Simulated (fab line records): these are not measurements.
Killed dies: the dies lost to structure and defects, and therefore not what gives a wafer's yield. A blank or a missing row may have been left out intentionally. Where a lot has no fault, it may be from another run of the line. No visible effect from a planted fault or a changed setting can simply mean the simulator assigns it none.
Chamber matching + flow nand_harc + NHARC_P_M1_DEP_33 on pecvd-01 has 3 sister chambers
The step deposits SiCN, target thk 30 nm. 6 wafers are shown with their chamber, then 8 later ones without.

## EACH WAFER AND ITS CHAMBER
| wafer  | chamber | heater_power_w (W) |
|--------|---------|--------------------|
| L079.1 | 0       | 547                |
| L079.4 | 2       | 524                |
| L080.3 | 0       | 523                |
| L080.5 | 1       | 585                |
| L080.6 | 2       | 589                |
| L085.1 | 1       | 619                |

## WAFERS WITH NO CHAMBER GIVEN
| wafer  | heater_power_w (W) |
|--------|--------------------|
| L085.3 | 576                |
| L085.4 | 575                |
| L091.3 | 644                |
| L091.4 | 611                |
| L091.6 | 570                |
| L096.1 | 570                |
| L096.4 | 627                |
| L096.6 | 551                |

## WHICH CHAMBER EACH WENT THROUGH
| wafer  | from the rows above          | in truth |
|--------|------------------------------|----------|
| L085.3 | can't be placed: 2 or 1 or 0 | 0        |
| L085.4 | can't be placed: 2 or 1 or 0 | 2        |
| L091.3 | can't be placed: 1 or 2      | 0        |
| L091.4 | can't be placed: 1 or 2      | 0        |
| L091.6 | can't be placed: 2 or 1 or 0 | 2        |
| L096.1 | can't be placed: 2 or 1 or 0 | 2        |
| L096.4 | can't be placed: 1 or 2      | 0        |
| L096.6 | can't be placed: 2 or 0 or 1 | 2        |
Correctly placed: 0 of 8. Not placeable from these rows: 8 (in 5, the candidates include the true chamber). Placed wrongly: 0.
How it was worked out, from the rows above alone: a wafer's distance from a chamber is the root of the sum, over the readings, of the square of ((its reading less the chamber's mean) divided by the reading's scatter). If the next closest chamber is less than 2 further off than the closest, the wafer can't be placed; otherwise it belongs to the closest. The mean given for a chamber averages the wafers shown for that chamber. The scatter: take each reading less its chamber's mean, square it, sum over the shown wafers, divide by the number of wafers less the number of chambers, and take the root.
